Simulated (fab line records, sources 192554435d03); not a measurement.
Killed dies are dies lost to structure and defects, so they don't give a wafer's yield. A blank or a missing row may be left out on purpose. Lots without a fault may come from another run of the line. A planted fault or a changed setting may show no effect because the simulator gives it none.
Which tool did it? | flow n5_finfet | 24 lots, 72 wafers sampled, at 2 steps of a route of 1938

WHAT THE GAUGES READ, wafer by wafer
N5_BEOL_M2_CD_MEAS_18: pitch 36 nm, target cd 18 nm. Usual: cd_nm 17.9 nm, standard deviation 0.4.
lot  | measured     | on        | cd_nm (nm)     | flag
L074 | day 6 11:41  | cd_sem-03 | 17.5 17.9 18.1 |
L075 | day 6 22:49  | cd_sem-03 | 17.2 17.7 18.0 |
L076 | day 7 00:47  | cd_sem-02 | 18.0 17.8 17.5 |
L077 | day 7 19:29  | cd_sem-01 | 17.8 17.8 18.1 |
L078 | day 7 20:04  | cd_sem-02 | 17.2 17.4 17.6 |
L079 | day 7 20:46  | cd_sem-02 | 17.9 17.8 17.9 |
L080 | day 8 02:31  | cd_sem-01 | 17.4 17.6 17.8 |
L081 | day 8 06:25  | cd_sem-03 | 17.8 17.3 17.8 |
L082 | day 8 11:18  | cd_sem-01 | 18.1 17.3 18.1 |
L083 | day 9 02:43  | cd_sem-02 | 17.8 18.8 18.0 |
L085 | day 9 03:19  | cd_sem-01 | 18.2 17.6 17.2 |
L084 | day 9 10:35  | cd_sem-01 | 17.7 17.8 17.2 |
L086 | day 9 13:24  | cd_sem-02 | 18.1 17.5 17.6 |
L087 | day 9 19:27  | cd_sem-02 | 18.0 18.2 17.9 |
L090 | day 10 10:55 | cd_sem-03 | 18.8 17.8 17.8 |
L088 | day 10 14:19 | cd_sem-02 | 17.8 17.6 17.5 |
L089 | day 10 14:58 | cd_sem-01 | 17.4 17.7 17.2 |
L092 | day 10 23:00 | cd_sem-02 | 17.6 18.3 17.4 |
L091 | day 11 08:14 | cd_sem-03 | 18.2 18.2 18.0 |
L093 | day 11 16:20 | cd_sem-03 | 17.8 17.9 17.8 |
L094 | day 11 16:30 | cd_sem-01 | 18.7 18.5 18.6 |
L095 | day 11 23:07 | cd_sem-01 | 18.4 17.9 18.4 |
L096 | day 12 03:53 | cd_sem-01 | 17.7 18.1 18.3 |
L097 | day 12 11:00 | cd_sem-02 | 17.8 18.1 17.4 |

N5_BEOL_M2_OVL_MEAS_29. Usual: V1_OVL 0.5 nm, standard deviation 0.68.
lot  | measured     | on         | V1_OVL (nm)    | flag
L074 | day 6 12:02  | overlay-01 | -0.2 0.7 0.3   |
L075 | day 6 23:18  | overlay-01 | -0.4 -0.1 -1.5 |
L076 | day 7 01:08  | overlay-01 | 0.7 0.2 0.5    |
L077 | day 7 19:50  | overlay-01 | 0.1 -0.8 0.8   |
L078 | day 7 20:24  | overlay-01 | 1.6 1.0 0.4    |
L079 | day 7 21:14  | overlay-01 | 1.2 1.7 1.0    |
L080 | day 8 03:00  | overlay-02 | 0.0 0.1 0.9    |
L081 | day 8 06:54  | overlay-02 | 2.0 -0.1 1.5   |
L082 | day 8 11:47  | overlay-02 | 0.8 1.2 0.5    |
L083 | day 9 03:04  | overlay-01 | -0.7 0.9 0.9   |
L085 | day 9 03:41  | overlay-02 | -0.6 0.4 1.1   |
L084 | day 9 11:04  | overlay-02 | -0.6 1.1 0.3   |
L086 | day 9 13:53  | overlay-01 | -0.8 -0.7 -0.1 |
L087 | day 9 19:49  | overlay-01 | -0.1 0.8 1.0   |
L090 | day 10 11:23 | overlay-01 | 1.2 0.3 -0.1   |
L088 | day 10 14:40 | overlay-02 | -0.9 0.7 0.6   |
L089 | day 10 15:20 | overlay-02 | 1.5 0.6 1.5    |
L092 | day 10 23:21 | overlay-01 | 0.4 0.8 0.7    |
L091 | day 11 08:43 | overlay-02 | 0.6 0.3 0.9    |
L093 | day 11 16:41 | overlay-01 | -0.5 -0.7 -0.8 |
L094 | day 11 16:59 | overlay-02 | 1.0 -0.2 0.6   |
L095 | day 11 23:35 | overlay-02 | 1.2 1.4 1.0    |
L096 | day 12 04:17 | overlay-01 | 0.1 0.4 -0.1   |
L097 | day 12 11:28 | overlay-02 | 1.5 0.6 0.2    |

WHICH TOOL RAN EACH LOT (tool, then ch and the chambers of the sampled wafers, then the start)
The record holds no process step before these readings.

WHAT THE TOOLS THEMSELVES READ (means of the sampled wafers that have a number; where no wafer has one, the mark that the record gives instead)
The record holds no such reading with a usual standard deviation.

THE ANSWER, worked out from the rows above alone
Rule: a lot is off if the mean of its wafers that have a number lies more than 3 standard deviations from the usual mean. A lot without any number at a reading at which 4 lots or more have one is off too. The other lots that the step has rows for count as sound. The gauges are gone through in route order, then the tools' own readings, and for those a lot's mean is taken as printed above. The first step at which some lot is off is used, and at that step the reading that is off furthest; a lot without a number counts as furthest.
No lot is off at any reading shown: from this, nothing can be told.

WHAT THE SIMULATOR HAD PUT IN
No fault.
